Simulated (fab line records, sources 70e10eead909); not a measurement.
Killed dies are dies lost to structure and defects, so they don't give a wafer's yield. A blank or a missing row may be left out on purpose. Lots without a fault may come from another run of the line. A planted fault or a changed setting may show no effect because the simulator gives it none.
Which tool did it? | flow nand_harc | 11 lots, 33 wafers sampled, at 6 steps of a route of 1302

WHAT THE GAUGES READ, wafer by wafer
NHARC_END_SORT_01.
lot  | measured     | on        | defect_limited_yield (%)
L477 | day 27 03:11 | prober-02 | 93.8 95.6 94.8
L485 | day 30 12:23 | prober-01 | 96.0 97.3 95.4

WHICH TOOL RAN EACH LOT (tool, then ch and the chambers of the sampled wafers, then the start)
lot  | NHARC_P_M0_CMP_23             | NHARC_P_M1_ETCH_35                 | NHARC_P_M1_DEGAS_29          | NHARC_P_M1_ECD_22              | NHARC_P_M1_CMP_23
L471 | cmp-01 ch 0,1,2, day 6 00:38  | rie_diel-11 ch 0,1, day 6 08:31    | pvd_sputter-02, day 6 09:28  | ecd_cu-02 ch 0,1, day 6 09:49  | cmp-04 ch 1,2,3, day 6 10:35
L472 | cmp-01 ch 1,2,3, day 6 07:47  | rie_diel-11 ch 0,1,2, day 6 09:58  | pvd_sputter-01, day 6 10:54  | ecd_cu-02 ch 0,1, day 6 11:16  | cmp-04 ch 0,2,3, day 6 11:59
L474 | cmp-01 ch 1,2,3, day 7 08:39  | rie_diel-11 ch 0,1,2, day 7 10:54  | pvd_sputter-02, day 7 11:51  | ecd_cu-02 ch 0,1, day 7 12:12  | cmp-02 ch 0,2,3, day 7 12:59
L473 | cmp-03 ch 0,2, day 7 09:33    | rie_diel-11 ch 2,3, day 7 11:40    | pvd_sputter-02, day 7 12:41  | ecd_cu-01 ch 0,1, day 7 13:02  | cmp-01 ch 1,2,3, day 7 13:46
L477 | cmp-02 ch 0,1, day 8 12:31    | rie_diel-11 ch 2,3, day 8 14:40    | pvd_sputter-01, day 8 15:36  | ecd_cu-01 ch 0,1, day 8 15:58  | cmp-02 ch 0,2,3, day 8 16:43
L482 | cmp-01 ch 0,3, day 10 15:45   | rie_diel-01 ch 0,1,3, day 10 18:17 | pvd_sputter-03, day 10 19:13 | ecd_cu-01 ch 0,1, day 10 19:40 | cmp-04 ch 0,3, day 10 20:18
L483 | cmp-01 ch 0,2, day 11 03:44   | rie_diel-03 ch 1,3, day 11 05:52   | pvd_sputter-03, day 11 06:47 | ecd_cu-01 ch 0, day 11 07:14   | cmp-02 ch 0,1, day 11 07:55
L484 | cmp-02 ch 1,2, day 11 14:07   | rie_diel-03 ch 0,2,3, day 11 16:22 | pvd_sputter-02, day 11 17:25 | ecd_cu-01 ch 0,1, day 11 17:49 | cmp-01 ch 0,1, day 11 18:31
L485 | cmp-03 ch 0,3, day 12 04:23   | rie_diel-11 ch 0,1,3, day 12 06:31 | pvd_sputter-03, day 12 07:26 | ecd_cu-01 ch 0,1, day 12 07:56 | cmp-02 ch 2,3, day 12 08:31
L487 | cmp-03 ch 1,2,3, day 13 05:08 | rie_diel-11 ch 1,2, day 13 07:15   | pvd_sputter-02, day 13 08:16 | ecd_cu-02 ch 0,1, day 13 08:38 | cmp-02 ch 1,2,3, day 13 09:25
L488 | cmp-03 ch 0,3, day 13 07:09   | rie_diel-01 ch 0,2, day 13 09:20   | pvd_sputter-03, day 13 10:27 | ecd_cu-01 ch 0,1, day 13 10:53 | cmp-04 ch 0,3, day 13 11:38
- NHARC_P_M0_CMP_23: polishes, t overpolish 20 s, target thk 117.54 nm.
- NHARC_P_M1_ETCH_35: etches the open film in N2/H2, target depth 40 nm, overetch 12 nm, time 43.94 s.
- NHARC_P_M1_DEGAS_29: time 60 s.
- NHARC_P_M1_ECD_22: material Cu, target thk 400 nm.
- NHARC_P_M1_CMP_23: polishes, t overpolish 20 s, target thk 157.82 nm.

THE ANSWER, worked out from the rows above alone
Rule: what is usual is taken from the lots themselves. Put in order of their means at a reading, lots are off if they are a third of the lots or fewer, leave a main group of 4 or more, and stand apart from it by a gap of 3 or more times the standard deviation of the main group's means; of several such gaps the widest counts. A main group whose means are all the same, to the digits that the tables above print for the reading, isn't used. A lot without any number at a reading at which 4 lots or more have one is off too. The other lots that the step has rows for count as sound.
No lot is off at any reading shown: from this, nothing can be told.

WHAT THE SIMULATOR HAD PUT IN
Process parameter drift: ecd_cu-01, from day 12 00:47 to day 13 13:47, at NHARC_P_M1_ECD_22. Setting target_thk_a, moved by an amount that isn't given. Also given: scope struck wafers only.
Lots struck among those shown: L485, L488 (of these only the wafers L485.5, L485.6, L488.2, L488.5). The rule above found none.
